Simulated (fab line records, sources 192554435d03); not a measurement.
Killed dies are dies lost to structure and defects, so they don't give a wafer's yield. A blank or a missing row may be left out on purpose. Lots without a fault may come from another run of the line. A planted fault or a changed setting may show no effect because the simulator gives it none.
fab line records | flow n5_finfet
record lots=5 wafers=15 last_day=17
route steps=1938 shown BEOL_M7@1278
lots that met no fault: from a run of the same line without faults
start_h: hours from the record's first day to the start of the lot's first wafer shown | wait_h: hours since the lot's step before | " the same as in the row above | L1.1+2: a row that stands for several wafers | - no value, or no start given | * or withheld: withheld | < > ~ a bound
route shown NAME@n: a module of which the file shows steps, and the number in the route of the first | usual: mean/standard deviation of fault-free wafers | same: alike in all rows | chamber/n: place in a boat | sites: the reading at each site | _std_site: their standard deviation | _edge_site: outer sites' mean less inner sites' | radius_mm: how far each site lies from the wafer's centre | mask NAME#n: copy n | behind: the tool/chamber that last shaped the wafer | hold: why the lot was held/for how many hours/how that ended | device: the transistor (n, p or np) that didn't switch | end of line: the same wafers' tests at the end of the route | a step without rows: its recipe alone | killed: dies lost to structure and defects at the first sort, not the wafer's yield | map: a wafer's dies, x killed, . not, _ none there
set.NAME: the setting as run; set.NAME@STEP: as run at that earlier step | model.NAME: the simulator's own value behind a step, which no gauge read
lots at some steps of the route; a table a step, a row a wafer
services: from which hour (start_h, from the record's first day; less than 0 if before it) a tool's chamber was out of use, for how many hours, and why
## steps
# step N5_BEOL_M7_INSPECT_13
# recipe mode=adi inspect_instrument=brightfield
# usual raw_defect_count=421/110
# columns lot.wafer tool chamber start_h wait_h raw_defect_count
L075.2 defect_inspect-01 - 199.93 0.0 404
L075.4 " - " " 551
L075.6 " - " " 354
L079.1 defect_inspect-01 - 239.46 0.0 498
L079.4 " - " " 395
L079.5 " - " " 446
L088.1 defect_inspect-02 - 283.86 0.0 452
L088.3 " - " " 292
L088.4 " - " " 416
L092.3 defect_inspect-01 - 307.29 0.0 432
L092.4 " - " " 374
L092.5 " - " " 286
L095.3 defect_inspect-02 - 330.17 0.0 369
L095.5 " - " " 317
L095.6 " - " " 298
# step N5_BEOL_M7_DESCUM_16
# recipe chemistry=O2 time_s=7.9 source_power_w=50 bias_power_w=20 pressure_mtorr=20 rf_frequency_hz=2.712e+07 temp_c=40 resist=CAR-ArF o2_flow_sccm=225
# usual drypump_motor_current_A=5.7/0.47 oes_product_au=0.77/0.086 rf_vpp_V=243.2/1.6 showerhead_plenum_p_Torr=2.10/0.088 throttle_valve_pct=20.50/0.25
# columns lot.wafer tool chamber start_h wait_h drypump_motor_current_A oes_product_au rf_hours_counter_h rf_vpp_V showerhead_plenum_p_Torr throttle_valve_pct
L075.2 rie_diel-04 3 200.26 0.3 6.0 0.69 234 243.8 2.14 20.42
L075.4 " 1 " " 5.4 0.69 230 245.0 2.15 20.82
L075.6 " 3 " " 6.0 0.69 - 243.7 2.14 20.44
L079.1 rie_diel-04 2 239.49 0.0 5.9 0.83 73 243.4 2.14 20.40
L079.4 " 3 " " 6.0 0.68 246 243.3 2.14 20.44
L079.5 " 1 " " 5.4 0.69 - 244.2 2.14 20.85
L088.1 rie_diel-06 2 284.20 0.3 4.8 0.86 44 244.2 2.21 20.23
L088.3 " 3 " " 6.1 0.93 9 242.7 2.07 20.37
L088.4 " 1 " " 5.5 0.76 158 240.4 1.90 20.17
L092.3 rie_diel-01 1 307.41 0.1 6.4 0.73 204 242.5 2.09 20.73
L092.4 " 0 " " 6.2 0.68 235 241.4 1.97 20.83
L092.5 " 0 " " 6.2 0.68 - 240.8 1.97 20.84
L095.3 rie_diel-01 2 330.41 0.2 5.1 0.73 181 244.8 2.16 20.50
L095.5 " 0 " " 6.2 0.67 - 242.1 1.97 20.84
L095.6 " 3 " " 5.9 0.95 - 243.3 2.06 20.05
# step N5_BEOL_M7_ETCH_61
# recipe chemistry=CF4 target=SiARC target_depth_a=455 mask_material=CAR-ArF time_s=75.8 ion_energy_ev=80 pressure_mtorr=40 source_w=545 bias_w=36 Ar_flow_sccm=100 cf4_flow_sccm=100 ends=cleared
# usual drypump_motor_current_A=5.7/0.47 etch_rf_on_time_s=75.8/1.8 oes_product_au=0.66/0.077 rf_vpp_V=184.1/1.3 showerhead_plenum_p_Torr=2.15/0.083 throttle_valve_pct=15.70/0.25
# columns lot.wafer tool chamber start_h wait_h drypump_motor_current_A etch_rf_on_time_s oes_product_au rf_hours_counter_h rf_vpp_V showerhead_plenum_p_Torr throttle_valve_pct
L075.2 rie_diel-04 3 200.30 0.0 6.0 75.2 0.59 234 185.4 2.21 15.75
L075.4 " 1 " " 5.4 74.0 0.61 230 184.8 2.19 16.02
L075.6 " 3 " " 6.0 75.5 0.59 - 183.3 2.21 15.76
L079.1 rie_diel-04 2 239.52 0.0 5.9 78.8 0.69 73 182.8 2.17 15.48
L079.4 " 3 " " 6.0 76.3 0.58 246 184.1 2.20 15.80
L079.5 " 1 " " 5.4 74.6 0.60 - 184.7 2.19 16.04
L088.1 rie_diel-06 2 284.23 0.0 4.8 72.8 0.75 44 184.2 2.27 15.49
L088.3 " 3 " " 6.2 71.8 0.82 9 183.8 2.10 15.30
L088.4 " 1 " " 5.5 74.0 0.65 158 182.5 1.98 15.53
L092.3 rie_diel-01 1 307.44 0.0 6.4 76.4 0.62 204 183.9 2.12 15.89
L092.4 " 0 " " 6.2 78.7 0.57 235 183.7 2.04 16.07
L092.5 " 0 " " 6.2 78.4 0.57 - 184.1 2.04 16.07
L095.3 rie_diel-01 2 330.45 0.0 5.1 78.1 0.63 181 185.1 2.24 15.88
L095.5 " 0 " " 6.2 78.0 0.57 - 183.9 2.03 16.07
L095.6 " 3 " " 5.9 74.1 0.80 - 184.4 2.11 15.21
# step N5_BEOL_M7_ETCH_62
# recipe chemistry=N2/H2 target=SOC target_depth_a=1100 overetch_a=220 mask_material=SiARC temp_c=40 time_s=165 ion_energy_ev=200 pressure_mtorr=30 source_w=840 bias_w=150 n2_flow_sccm=200 h2_flow_sccm=200
# usual drypump_motor_current_A=5.7/0.46 oes_product_au=0.65/0.07 rf_vpp_V=524/3 showerhead_plenum_p_Torr=2.55/0.1 throttle_valve_pct=17.89/0.27
# columns lot.wafer tool chamber start_h wait_h drypump_motor_current_A oes_product_au rf_hours_counter_h rf_vpp_V showerhead_plenum_p_Torr throttle_valve_pct
L075.2 rie_diel-04 3 200.35 0.0 6.0 0.59 234 526 2.61 17.87
L075.4 " 1 " " 5.4 0.59 230 526 2.62 18.46
L075.6 " 3 " " 6.0 0.58 - 526 2.61 17.88
L079.1 rie_diel-04 2 239.58 0.0 5.9 0.71 73 525 2.56 17.53
L079.4 " 3 " " 6.0 0.58 246 526 2.60 17.89
L079.5 " 1 " " 5.5 0.59 - 525 2.62 18.48
L088.1 rie_diel-06 2 284.29 0.0 4.8 0.73 44 528 2.70 17.65
L088.3 " 3 " " 6.1 0.79 9 523 2.49 17.52
L088.4 " 1 " " 5.6 0.64 158 519 2.36 17.90
L092.3 rie_diel-01 1 307.50 0.0 6.4 0.61 204 523 2.53 18.10
L092.4 " 0 " " 6.2 0.58 235 520 2.39 18.16
L092.5 " 0 " " 6.3 0.58 - 519 2.39 18.18
L095.3 rie_diel-01 2 330.50 0.0 5.1 0.63 181 526 2.62 17.87
L095.5 " 0 " " 6.2 0.57 - 518 2.38 18.17
L095.6 " 3 " " 5.9 0.79 - 523 2.50 17.46
# step N5_BEOL_M7_STRIP_68
# recipe chemistry=N2/H2 temp_c=40 n2_flow_sccm=200 h2_flow_sccm=200 rf_frequency_hz=6e+07
# columns lot.wafer tool chamber start_h wait_h
L075.2+4+6 rie_diel-04 3,1,3 200.49 0.1
L079.1+4+5 rie_diel-04 2,3,1 239.72 0.1
L088.1+3+4 rie_diel-06 2,3,1 284.43 0.1
L092.3+4+5 rie_diel-01 1,0,0 307.64 0.1
L095.3+5+6 rie_diel-01 2,0,3 330.64 0.1
# step N5_BEOL_M7_STRIP_67
# recipe chemistry=CF4 resist=SiARC power_w=300 bias_power_w=75 pressure_mtorr=50 cf4_flow_sccm=150 rf_frequency_hz=6e+07
# usual drypump_motor_current_A=5.7/0.46 oes_product_au=0.77/0.083 rf_vpp_V=271.2/1.8 showerhead_plenum_p_Torr=1.80/0.067 throttle_valve_pct=13.69/0.27
# columns lot.wafer tool chamber start_h wait_h drypump_motor_current_A oes_product_au rf_hours_counter_h rf_vpp_V showerhead_plenum_p_Torr throttle_valve_pct
L075.2 rie_diel-04 3 200.50 0.0 6.1 0.69 234 273.0 1.86 13.80
L075.4 " 1 " " 5.4 0.70 230 271.1 1.84 14.02
L075.6 " 3 " " 6.0 0.69 - 272.6 1.86 13.81
L079.1 rie_diel-04 2 239.73 0.0 5.9 0.83 73 271.8 1.83 13.49
L079.4 " 3 " " 6.0 0.69 246 272.3 1.86 13.81
L079.5 " 1 " " 5.4 0.70 - 272.9 1.83 14.04
L088.1 rie_diel-06 2 284.44 0.0 4.8 0.87 44 273.4 1.90 13.46
L088.3 " 3 " " 6.1 0.93 9 271.4 1.76 13.24
L088.4 " 1 " " 5.5 0.75 158 265.3 1.67 13.57
L092.3 rie_diel-01 1 307.65 0.0 6.4 0.73 204 272.0 1.79 13.90
L092.4 " 0 " " 6.2 0.69 235 270.4 1.72 14.06
L092.5 " 0 " " 6.2 0.69 - 268.4 1.72 14.08
L095.3 rie_diel-01 2 330.65 0.0 5.1 0.74 181 272.5 1.87 13.80
L095.5 " 0 " " 6.2 0.68 - 269.1 1.71 14.08
L095.6 " 3 " " 5.9 0.94 - 269.6 1.77 13.13
# step N5_BEOL_M7_HM_OPEN_17
# recipe chemistry=Cl2/BCl3 target_depth_a=200 overetch_a=60 target=TiN mask_material=SOC ion_energy_ev=150 pressure_mtorr=10 icp_w=1000 bias_w=126 Cl2_flow_sccm=53.25 bcl3_flow_sccm=21.75 Ar_flow_sccm=25
# usual drypump_motor_current_A=5.7/0.43 oes_product_au=0.64/0.092 throttle_valve_pct=22.28/0.25
# columns lot.wafer tool chamber start_h wait_h drypump_motor_current_A oes_product_au rf_hours_counter_h throttle_valve_pct
L075.2 rie_metal-01 0 200.54 0.0 6.1 0.53 110 22.49
L075.4 " 1 " " 5.9 0.60 - 21.99
L075.6 " 1 " " 5.9 0.60 - 21.99
L079.1 rie_metal-02 1 239.77 0.0 5.1 0.60 84 22.54
L079.4 " 1 " " 5.1 0.61 - 22.52
L079.5 " 1 " " 5.1 0.61 - 22.55
L088.1 rie_metal-01 1 284.48 0.0 5.9 0.58 84 22.01
L088.3 " 1 " " 5.9 0.58 - 22.01
L088.4 " 1 " " 5.9 0.58 - 22.01
L092.3 rie_metal-03 0 307.72 0.1 5.9 0.67 - 22.39
L092.4 " 1 " " 6.4 0.58 - 22.35
L092.5 " 1 " " 6.5 0.58 - 22.34
L095.3 rie_metal-03 1 330.72 0.1 6.4 0.58 - 22.34
L095.5 " 0 " " 5.9 0.68 - 22.37
L095.6 " 1 " " 6.4 0.58 - 22.34
# step N5_BEOL_M7_STRIP_19
# recipe chemistry=O2 power_w=400 temp_c=40 pressure_mtorr=30 rf_frequency_hz=6e+07 bias_power_w=0 overash_fraction=0.2 o2_flow_sccm=225
# usual drypump_motor_current_A=5.7/0.41 oes_product_au=0.77/0.089 rf_vpp_V=3.6/0.59 showerhead_plenum_p_Torr=2.11/0.076 throttle_valve_pct=16.74/0.24
# columns lot.wafer tool chamber start_h wait_h drypump_motor_current_A oes_product_au rf_hours_counter_h rf_vpp_V showerhead_plenum_p_Torr throttle_valve_pct
L075.2 rie_diel-04 1 200.66 0.1 5.5 0.69 230 3.1 2.15 17.09
L075.4 " 2 " " 5.8 0.85 63 3.2 2.14 16.61
L075.6 " 3 " " 6.0 0.69 - 3.5 2.14 16.71
L079.1 rie_diel-04 1 240.03 0.2 5.4 0.69 240 3.3 2.15 17.12
L079.4 " 0 " " 5.3 0.74 189 3.5 2.18 16.85
L079.5 " 0 " " 5.3 0.74 - 2.8 2.18 16.84
L088.1 rie_diel-04 0 284.78 0.3 5.3 0.73 209 2.9 2.17 16.89
L088.3 " 3 " " 6.0 0.93 5 3.5 2.14 16.20
L088.4 " 0 " " 5.3 0.72 - 3.5 2.17 16.88
L092.3 rie_diel-04 0 307.80 0.1 5.3 0.72 217 4.1 2.17 16.89
L092.4 " 1 " " 5.4 1.01 2 4.3 2.14 16.72
L092.5 " 1 " " 5.4 1.01 - 3.4 2.14 16.72
L095.3 rie_diel-01 1 330.95 0.2 6.4 0.72 211 4.5 2.09 16.99
L095.5 " 3 " " 5.9 0.95 - 4.1 2.06 16.27
L095.6 " 2 " " 5.1 0.73 - 4.2 2.16 16.74
# step N5_BEOL_M7_CD_MEAS_18
# recipe pitch_nm=80 target_cd_nm=40
# usual cd_nm=40.0/0.53
# columns lot.wafer tool chamber start_h wait_h cd_nm
L075.2 cd_sem-01 - 200.73 0.1 40.7
L075.4 " - " " 40.4
L075.6 " - " " 39.8
L079.1 cd_sem-02 - 240.10 0.0 39.5
L079.4 " - " " 39.0
L079.5 " - " " 39.8
L088.1 cd_sem-01 - 284.86 0.1 39.8
L088.3 " - " " 40.5
L088.4 " - " " 40.4
L092.3 cd_sem-02 - 307.87 0.1 41.3
L092.4 " - " " 40.9
L092.5 " - " " 40.6
L095.3 cd_sem-03 - 331.02 0.1 39.5
L095.5 " - " " 39.7
L095.6 " - " " 39.9
# step N5_BEOL_M7_COAT_63
# recipe resist=SOC temp_c=250 time_s=60 spin_rpm=1500 resist_thk_nm=60
# usual spin_speed_rpm=1500.0/0.93
# columns lot.wafer tool chamber start_h wait_h spin_speed_rpm
L075.2 litho_track-05 0 200.80 0.1 1500.2
L075.4 " 0 " " 1500.4
L075.6 " 0 " " 1500.8
L079.1 litho_track-03 0 240.63 0.5 1500.8
L079.4 " 0 " " 1498.2
L079.5 " 0 " " 1500.5
L088.1 litho_track-03 0 285.35 0.5 1499.6
L088.3 " 0 " " 1499.8
L088.4 " 0 " " 1501.7
L092.3 litho_track-04 0 308.66 0.8 1500.7
L092.4 " 0 " " 1500.3
L092.5 " 0 " " 1501.7
L095.3 litho_track-04 0 331.06 0.0 1501.1
L095.5 " 0 " " 1501.3
L095.6 " 0 " " 1500.6
# step N5_BEOL_M7_COAT_64
# recipe resist=SiARC temp_c=220 time_s=60 spin_rpm=1500 resist_thk_nm=12
# usual spin_speed_rpm=1500.0/0.85
# columns lot.wafer tool chamber start_h wait_h spin_speed_rpm
L075.2 litho_track-05 0 - - 1500.8
L075.4 " 0 " " 1501.1
L075.6 " 0 " " 1499.7
L079.1 litho_track-03 0 - - 1502.2
L079.4 " 0 " " 1502.2
L079.5 " 0 " " 1500.9
L088.1 litho_track-03 0 - - 1501.5
L088.3 " 0 " " 1501.0
L088.4 " 0 " " 1501.4
L092.3 litho_track-04 0 - - 1499.8
L092.4 " 0 " " 1499.4
L092.5 " 0 " " 1499.3
L095.3 litho_track-04 0 - - 1499.1
L095.5 " 0 " " 1500.3
L095.6 " 0 " " 1500.1
# step N5_BEOL_M7_COAT_71
# recipe resist=underlayer temp_c=205 time_s=60 spin_rpm=1500 resist_thk_nm=5
# usual spin_speed_rpm=1499.8/1
# columns lot.wafer tool chamber start_h wait_h spin_speed_rpm
L075.2 litho_track-05 0 - - 1500.1
L075.4 " 0 " " 1498.6
L075.6 " 0 " " 1500.0
L079.1 litho_track-03 0 - - 1501.5
L079.4 " 0 " " 1501.7
L079.5 " 0 " " 1499.0
L088.1 litho_track-03 0 - - 1500.1
L088.3 " 0 " " 1497.2
L088.4 " 0 " " 1499.2
L092.3 litho_track-04 0 - - 1500.5
L092.4 " 0 " " 1500.7
L092.5 " 0 " " 1500.0
L095.3 litho_track-04 0 - - 1499.6
L095.5 " 0 " " 1499.1
L095.6 " 0 " " 1499.7
# step N5_BEOL_M7_COAT_22
# recipe resist=CAR-EUV spin_rpm=1500 resist_thk_nm=30
# usual spin_speed_rpm=1500.0/0.99
# columns lot.wafer tool chamber start_h wait_h spin_speed_rpm
L075.2 litho_track-05 0 - - 1498.9
L075.4 " 0 " " 1500.5
L075.6 " 0 " " 1498.6
L079.1 litho_track-03 0 - - 1498.3
L079.4 " 0 " " 1497.5
L079.5 " 0 " " 1498.2
L088.1 litho_track-03 0 - - 1499.3
L088.3 " 0 " " 1498.2
L088.4 " 0 " " 1500.2
L092.3 litho_track-04 0 - - 1500.1
L092.4 " 0 " " 1500.3
L092.5 " 0 " " 1499.7
L095.3 litho_track-04 0 - - 1500.8
L095.5 " 0 " " 1500.6
L095.6 " 0 " " 1498.4
# step N5_BEOL_M7_EBR_24
# recipe solvent=PGMEA ebr_width_mm=1.5
# same ebr_width_mm=1.5
# columns lot.wafer tool chamber start_h wait_h
L075.2+4+6 litho_track-05 0 - -
L079.1+4+5 litho_track-03 0 - -
L088.1+3+4 litho_track-03 0 - -
L092.3+4+5 litho_track-04 0 - -
L095.3+5+6 litho_track-04 0 - -
# step N5_BEOL_M7_SOFTBAKE_23
# recipe temp_c=110 time_s=60 resist=CAR-EUV
# columns lot.wafer tool chamber start_h wait_h
L075.2+4+6 litho_track-05 0 - -
L079.1+4+5 litho_track-03 0 - -
L088.1+3+4 litho_track-03 0 - -
L092.3+4+5 litho_track-04 0 - -
L095.3+5+6 litho_track-04 0 - -
# step N5_BEOL_M7_EXPOSE_25
# recipe mask_id=V6 na=0.33 source_shape=annular sigma_inner=0.4 sigma_outer=0.8 polarization=unpolarized target_cd_nm=40 dose_mj=42.5
# same sigma_inner=0.4
# columns lot.wafer tool chamber start_h wait_h mask
L075.2+4+6 euv_scanner-01 0 200.94 - V6#0
L079.1+4+5 euv_scanner-02 0 240.89 - V6#0
L088.1+3+4 euv_scanner-02 0 285.49 - V6#0
L092.3+4+5 euv_scanner-01 0 308.81 - V6#0
L095.3+5+6 euv_scanner-01 0 331.34 - V6#0
# step N5_BEOL_M7_PEB_26
# recipe peb_temp_c=100 peb_time_s=60 resist=CAR-EUV
# columns lot.wafer tool chamber start_h wait_h
L075.2+4+6 litho_track-03 0 201.00 0.1
L079.1+4+5 litho_track-04 0 240.95 0.1
L088.1+3+4 litho_track-04 0 285.55 0.1
L092.3+4+5 litho_track-03 0 308.87 0.0
L095.3+5+6 litho_track-03 0 331.39 0.0
# step N5_BEOL_M7_DEVELOP_27
# recipe develop_time_s=30 developer=TMAH resist=CAR-EUV rinse_liquid=surfactant_rinse dry=air_spin dev_temp_c=23
# columns lot.wafer tool chamber start_h wait_h
L075.2+4+6 litho_track-03 0 - -
L079.1+4+5 litho_track-04 0 - -
L088.1+3+4 litho_track-04 0 - -
L092.3+4+5 litho_track-03 0 - -
L095.3+5+6 litho_track-03 0 - -
# step N5_BEOL_M7_CD_MEAS_28
# recipe target_cd_nm=40 landing_energy_ev=500 detector=se_inlens
# usual cd_nm=40.06/0.23
# same landing_energy_ev=500
# columns lot.wafer tool chamber start_h wait_h cd_nm
L075.2 cd_sem-02 0 201.07 - 40.02
L075.4 " 0 " " 39.94
L075.6 " 0 " " 39.64
L079.1 cd_sem-03 0 241.02 - 40.22
L079.4 " 0 " " 40.03
L079.5 " 0 " " 40.45
L088.1 cd_sem-03 0 285.62 - 40.00
L088.3 " 0 " " 39.73
L088.4 " 0 " " 40.06
L092.3 cd_sem-03 0 308.93 - 40.00
L092.4 " 0 " " 40.00
L092.5 " 0 " " 39.98
L095.3 cd_sem-02 0 331.46 - 40.26
L095.5 " 0 " " 40.23
L095.6 " 0 " " 39.93
# step N5_BEOL_M7_OVL_MEAS_29
# recipe points_per_wafer=522
# usual V6_OVL=-0.1/0.71
# same points_per_wafer=522
# columns lot.wafer tool chamber start_h wait_h V6_OVL[nm]
L075.2 overlay-01 0 201.10 0.0 -0.7
L075.4 " 0 " " -0.6
L075.6 " 0 " " -0.9
L079.1 overlay-01 0 241.05 0.0 -1.1
L079.4 " 0 " " 0.6
L079.5 " 0 " " -0.4
L088.1 overlay-01 0 285.65 0.0 -1.6
L088.3 " 0 " " 0.4
L088.4 " 0 " " -0.4
L092.3 overlay-01 0 308.97 0.0 1.5
L092.4 " 0 " " 0.9
L092.5 " 0 " " 0.9
L095.3 overlay-02 0 331.50 0.0 -0.7
L095.5 " 0 " " -0.3
L095.6 " 0 " " -0.5
# step N5_BEOL_M7_INSPECT_30
# recipe mode=adi inspect_instrument=brightfield
# usual raw_defect_count=428/110
# columns lot.wafer tool chamber start_h wait_h raw_defect_count
L075.2 defect_inspect-01 - 201.17 0.1 419
L075.4 " - " " 563
L075.6 " - " " 370
L079.1 defect_inspect-01 - 241.11 0.1 487
L079.4 " - " " 405
L079.5 " - " " 483
L088.1 defect_inspect-02 - 285.71 0.1 468
L088.3 " - " " 307
L088.4 " - " " 421
L092.3 defect_inspect-01 - 309.02 0.0 424
L092.4 " - " " 373
L092.5 " - " " 321
L095.3 defect_inspect-02 - 331.54 0.0 382
L095.5 " - " " 330
L095.6 " - " " 326
# step N5_BEOL_M7_DESCUM_33
# recipe chemistry=O2 time_s=7 source_power_w=50 bias_power_w=20 pressure_mtorr=20 rf_frequency_hz=2.712e+07 temp_c=40 resist=CAR-EUV o2_flow_sccm=225
# usual drypump_motor_current_A=5.7/0.48 oes_product_au=0.78/0.096 rf_vpp_V=243.0/1.5 showerhead_plenum_p_Torr=2.09/0.088 throttle_valve_pct=20.48/0.25
# columns lot.wafer tool chamber start_h wait_h drypump_motor_current_A oes_product_au rf_hours_counter_h rf_vpp_V showerhead_plenum_p_Torr throttle_valve_pct
L075.2 rie_diel-04 3 201.20 0.0 6.0 0.69 234 243.3 2.14 20.42
L075.4 " 1 " " 5.4 0.69 230 242.3 2.15 20.83
L075.6 " 3 " " 6.0 0.68 - 244.2 2.14 20.44
L079.1 rie_diel-06 3 241.31 0.2 6.1 0.70 249 241.8 2.07 20.76
L079.4 " 1 " " 5.5 0.76 145 240.4 1.91 20.16
L079.5 " 2 " " 4.8 0.89 - 244.4 2.21 20.19
L088.1 rie_diel-01 3 285.74 0.0 5.9 1.03 0 242.9 2.06 20.04
L088.3 " 2 " " 5.1 0.75 168 243.6 2.16 20.49
L088.4 " 1 " " 6.4 0.73 197 242.0 2.09 20.73
L092.3 rie_diel-01 0 309.72 0.7 6.2 0.68 236 240.9 1.97 20.83
L092.4 " 1 " " 6.4 0.72 204 244.1 2.09 20.74
L092.5 " 0 " " 6.2 0.68 - 241.7 1.97 20.85
L095.3 rie_diel-01 1 331.63 0.1 6.4 0.71 211 242.5 2.08 20.74
L095.5 " 1 " " 6.4 0.71 - 243.6 2.08 20.75
L095.6 " 2 " " 5.1 0.74 - 242.6 2.16 20.49
# step N5_BEOL_M7_ETCH_72
# recipe chemistry=N2/H2 target=underlayer target_depth_a=65 mask_material=CAR-EUV time_s=5.2 ion_energy_ev=200 pressure_mtorr=30 source_w=840 bias_w=150 n2_flow_sccm=200 h2_flow_sccm=200 ends=cleared
# usual drypump_motor_current_A=5.7/0.48 etch_rf_on_time_s=5.19/0.14 oes_product_au=0.66/0.084 rf_vpp_V=524/3.3 showerhead_plenum_p_Torr=2.54/0.1 throttle_valve_pct=17.90/0.26
# columns lot.wafer tool chamber start_h wait_h drypump_motor_current_A etch_rf_on_time_s oes_product_au rf_hours_counter_h rf_vpp_V showerhead_plenum_p_Torr throttle_valve_pct
L075.2 rie_diel-04 3 201.23 0.0 6.1 5.18 0.59 234 527 2.61 17.91
L075.4 " 1 " " 5.4 5.07 0.60 230 525 2.62 18.51
L075.6 " 3 " " 6.0 5.15 0.60 - 525 2.61 17.92
L079.1 rie_diel-06 3 241.35 0.0 6.2 5.01 0.61 249 523 2.49 17.99
L079.4 " 1 " " 5.5 5.10 0.66 145 519 2.36 17.93
L079.5 " 2 " " 4.8 5.00 0.76 - 527 2.70 17.67
L088.1 rie_diel-01 3 285.78 0.0 6.0 5.05 0.87 0 523 2.51 17.45
L088.3 " 2 " " 5.1 5.36 0.63 168 527 2.63 17.88
L088.4 " 1 " " 6.4 5.19 0.62 197 524 2.53 18.11
L092.3 rie_diel-01 0 309.75 0.0 6.2 5.31 0.58 236 522 2.39 18.21
L092.4 " 1 " " 6.4 5.21 0.62 204 524 2.53 18.15
L092.5 " 0 " " 6.2 5.34 0.57 - 522 2.39 18.19
L095.3 rie_diel-01 1 331.67 0.0 6.4 5.15 0.62 211 524 2.53 18.14
L095.5 " 1 " " 6.4 5.14 0.62 - 521 2.53 18.16
L095.6 " 2 " " 5.1 5.35 0.62 - 528 2.62 17.91
# step N5_BEOL_M7_ETCH_65
# recipe chemistry=CF4 target=SiARC target_depth_a=156 mask_material=CAR-EUV time_s=26 ion_energy_ev=80 pressure_mtorr=40 source_w=545 bias_w=36 Ar_flow_sccm=100 cf4_flow_sccm=100 ends=cleared
# usual drypump_motor_current_A=5.7/0.48 etch_rf_on_time_s=26.0/0.62 oes_product_au=0.67/0.084 rf_vpp_V=184.0/1.3 showerhead_plenum_p_Torr=2.14/0.084 throttle_valve_pct=15.68/0.25
# columns lot.wafer tool chamber start_h wait_h drypump_motor_current_A etch_rf_on_time_s oes_product_au rf_hours_counter_h rf_vpp_V showerhead_plenum_p_Torr throttle_valve_pct
L075.2 rie_diel-04 3 201.25 0.0 6.0 25.8 0.59 234 184.1 2.21 15.76
L075.4 " 1 " " 5.4 25.4 0.61 230 185.3 2.19 16.05
L075.6 " 3 " " 6.0 25.9 0.59 - 186.6 2.21 15.77
L079.1 rie_diel-06 3 241.36 0.0 6.1 24.9 0.62 249 185.2 2.10 15.79
L079.4 " 1 " " 5.5 25.8 0.65 145 182.7 1.98 15.54
L079.5 " 2 " " 4.8 25.1 0.77 - 185.3 2.27 15.47
L088.1 rie_diel-01 3 285.79 0.0 5.9 25.3 0.87 0 183.2 2.12 15.20
L088.3 " 2 " " 5.1 26.7 0.64 168 185.3 2.24 15.84
L088.4 " 1 " " 6.4 25.6 0.63 197 182.5 2.13 15.87
L092.3 rie_diel-01 0 309.77 0.0 6.2 26.4 0.58 236 181.8 2.04 16.06
L092.4 " 1 " " 6.4 25.7 0.62 204 182.6 2.12 15.87
L092.5 " 0 " " 6.3 26.4 0.59 - 181.6 2.04 16.06
L095.3 rie_diel-01 1 331.69 0.0 6.4 26.0 0.61 211 185.0 2.12 15.89
L095.5 " 1 " " 6.4 25.9 0.62 - 183.5 2.12 15.89
L095.6 " 2 " " 5.1 26.9 0.62 - 185.1 2.24 15.85
# step N5_BEOL_M7_ETCH_66
# recipe chemistry=N2/H2 target=SOC target_depth_a=800 overetch_a=160 mask_material=SiARC temp_c=40 time_s=120 ion_energy_ev=200 pressure_mtorr=30 source_w=840 bias_w=150 n2_flow_sccm=200 h2_flow_sccm=200
# usual drypump_motor_current_A=5.7/0.48 oes_product_au=0.60/0.07 rf_vpp_V=523.9/3 showerhead_plenum_p_Torr=2.54/0.1 throttle_valve_pct=17.86/0.26
# columns lot.wafer tool chamber start_h wait_h drypump_motor_current_A oes_product_au rf_hours_counter_h rf_vpp_V showerhead_plenum_p_Torr throttle_valve_pct
L075.2 rie_diel-04 3 201.28 0.0 6.0 0.53 234 526.2 2.61 17.86
L075.4 " 1 " " 5.5 0.54 230 527.1 2.62 18.44
L075.6 " 3 " " 6.0 0.53 - 524.9 2.61 17.85
L079.1 rie_diel-06 3 241.39 0.0 6.2 0.54 249 523.3 2.49 17.96
L079.4 " 1 " " 5.6 0.58 145 518.6 2.36 17.86
L079.5 " 2 " " 4.8 0.68 - 528.1 2.70 17.62
L088.1 rie_diel-01 3 285.82 0.0 5.9 0.78 0 524.2 2.51 17.43
L088.3 " 2 " " 5.1 0.57 168 526.9 2.63 17.83
L088.4 " 1 " " 6.4 0.56 197 522.9 2.53 18.09
L092.3 rie_diel-01 0 309.80 0.0 6.3 0.53 236 520.5 2.39 18.17
L092.4 " 1 " " 6.4 0.56 204 522.5 2.53 18.10
L092.5 " 0 " " 6.3 0.52 - 520.4 2.39 18.14
L095.3 rie_diel-01 1 331.71 0.0 6.4 0.55 211 522.2 2.53 18.13
L095.5 " 1 " " 6.4 0.55 - 523.0 2.52 18.12
L095.6 " 2 " " 5.1 0.56 - 527.4 2.62 17.86
# step N5_BEOL_M7_STRIP_69
# recipe chemistry=N2/H2 temp_c=40 n2_flow_sccm=200 h2_flow_sccm=200 rf_frequency_hz=6e+07
# columns lot.wafer tool chamber start_h wait_h
L075.2+4+6 rie_diel-04 3,1,3 201.36 0.0
L079.1+4+5 rie_diel-06 3,1,2 241.47 0.0
L088.1+3+4 rie_diel-01 3,2,1 285.90 0.0
L092.3+4+5 rie_diel-01 0,1,0 309.88 0.0
L095.3+5+6 rie_diel-01 1,1,2 331.79 0.0
# step N5_BEOL_M7_STRIP_73
# recipe chemistry=N2/H2 temp_c=40 n2_flow_sccm=200 h2_flow_sccm=200 rf_frequency_hz=6e+07
# columns lot.wafer tool chamber start_h wait_h
L075.2+4+6 rie_diel-04 3,1,3 201.37 0.0
L079.1+4+5 rie_diel-06 3,1,2 241.48 0.0
L088.1+3+4 rie_diel-01 3,2,1 285.91 0.0
L092.3+4+5 rie_diel-01 0,1,0 309.89 0.0
L095.3+5+6 rie_diel-01 1,1,2 331.80 0.0
## services
# columns tool chamber start_h hours kind
rie_metal-02 - 176.93 2.8 pm
euv_scanner-02 - 179.61 1.0 pm
rie_metal-02 0 181.74 5.7 repair
rie_metal-02 1 183.45 6.3 repair
rie_metal-03 - 195.21 10.0 pm
rie_metal-03 - 209.18 0.2 repair
euv_scanner-01 - 224.75 1.0 pm
euv_scanner-02 - 235.76 1.0 pm
rie_metal-03 - 240.62 28.1 pm
rie_metal-01 - 242.66 2.8 pm
rie_diel-01 2 244.51 16.5 repair
rie_diel-04 3 251.21 - clean
rie_diel-04 3 251.21 - consumable_replace:focus_ring
rie_diel-04 3 251.21 22.0 scheduled_down
euv_scanner-01 - 254.81 5.8 pm
rie_diel-01 3 261.45 - clean
rie_diel-01 3 261.45 - consumable_replace:focus_ring
rie_diel-01 3 261.45 23.1 scheduled_down
rie_diel-01 3 261.45 23.1 vent_cycle
euv_scanner-02 - 262.30 4.6 pm
euv_scanner-01 - 280.86 1.0 pm
rie_diel-06 0 287.07 4.0 repair
rie_diel-01 1 288.75 1.8 repair
euv_scanner-02 - 291.91 1.0 pm
## key
fault none
